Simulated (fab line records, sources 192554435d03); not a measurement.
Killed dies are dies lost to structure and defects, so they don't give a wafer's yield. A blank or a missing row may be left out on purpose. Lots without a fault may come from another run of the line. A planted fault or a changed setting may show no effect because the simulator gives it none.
Chamber matching | flow n5_finfet | N5_BEOL_M4_VIA_ETCH_34 on rie_diel-06: 4 sister chambers
The step etches the open film in C4F6/O2, target depth 69.4 nm, time 65.9 s. 4 wafers are shown with their chamber, then 8 later ones without.

WAFERS WITH THEIR CHAMBER
wafer  | chamber | rf_vpp_V (V)
L079.2 | 1       | 668
L085.1 | 2       | 686
L088.4 | 3       | 631
L091.1 | 0       | 655

WAFERS WITHOUT THEIR CHAMBER
wafer  | rf_vpp_V (V)
L091.5 | 668
L091.6 | 685
L092.1 | 686
L092.3 | 656
L092.4 | 631
L095.3 | 654
L095.5 | 666
L095.6 | 656

WHICH CHAMBER EACH WENT THROUGH
wafer  | from the rows above | in truth
L091.5 | 1                   | 1
L091.6 | 2                   | 2
L092.1 | 2                   | 2
L092.3 | 0                   | 0
L092.4 | 3                   | 3
L095.3 | 0                   | 0
L095.5 | 1                   | 1
L095.6 | 0                   | 0
Placed correctly: 8 of 8. Can't be placed from these rows: 0. Placed wrongly: 0.
How it was worked out, from the rows above alone: a wafer's distance from a chamber is the root of the sum, over the readings, of the square of ((its reading less the chamber's mean) divided by the reading's scatter). The wafer belongs to the nearest chamber; if the next one is less than 2 further off, it can't be placed. A chamber's mean is the mean of its shown wafers. The scatter: with one shown wafer a chamber, the root of the mean of the squares of how far each hidden wafer lies from its nearest shown one.
